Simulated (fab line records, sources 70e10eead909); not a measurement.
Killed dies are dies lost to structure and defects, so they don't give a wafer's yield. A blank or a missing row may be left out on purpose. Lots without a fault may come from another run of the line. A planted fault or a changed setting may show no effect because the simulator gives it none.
Chamber matching | flow nand_harc | NHARC_P_CONTACT_STRIP_28 on rie_diel-01: 4 sister chambers
The step strips in O2. 4 wafers are shown with their chamber, then 7 later ones without.

WAFERS WITH THEIR CHAMBER
wafer  | chamber | drypump_motor_current_A (A)
L631.1 | 3       | 5.7
L638.1 | 2       | 5.6
L641.1 | 0       | 6.1
L641.4 | 1       | 5.1

WAFERS WITHOUT THEIR CHAMBER
wafer  | drypump_motor_current_A (A)
L641.5 | 6.1
L646.1 | 6.1
L646.2 | 5.1
L646.6 | 6.1
L649.1 | 6.1
L649.3 | 5.2
L649.6 | 5.6

WHICH CHAMBER EACH WENT THROUGH
wafer  | from the rows above | in truth
L641.5 | 0                   | 0
L646.1 | 0                   | 0
L646.2 | 1                   | 1
L646.6 | 0                   | 0
L649.1 | 0                   | 0
L649.3 | 1                   | 1
L649.6 | 2                   | 2
Placed correctly: 7 of 7. Can't be placed from these rows: 0. Placed wrongly: 0.
How it was worked out, from the rows above alone: a wafer's distance from a chamber is the root of the sum, over the readings, of the square of ((its reading less the chamber's mean) divided by the reading's scatter). The wafer belongs to the nearest chamber; if the next one is less than 2 further off, it can't be placed. A chamber's mean is the mean of its shown wafers. The scatter: with one shown wafer a chamber, the root of the mean of the squares of how far each hidden wafer lies from its nearest shown one.
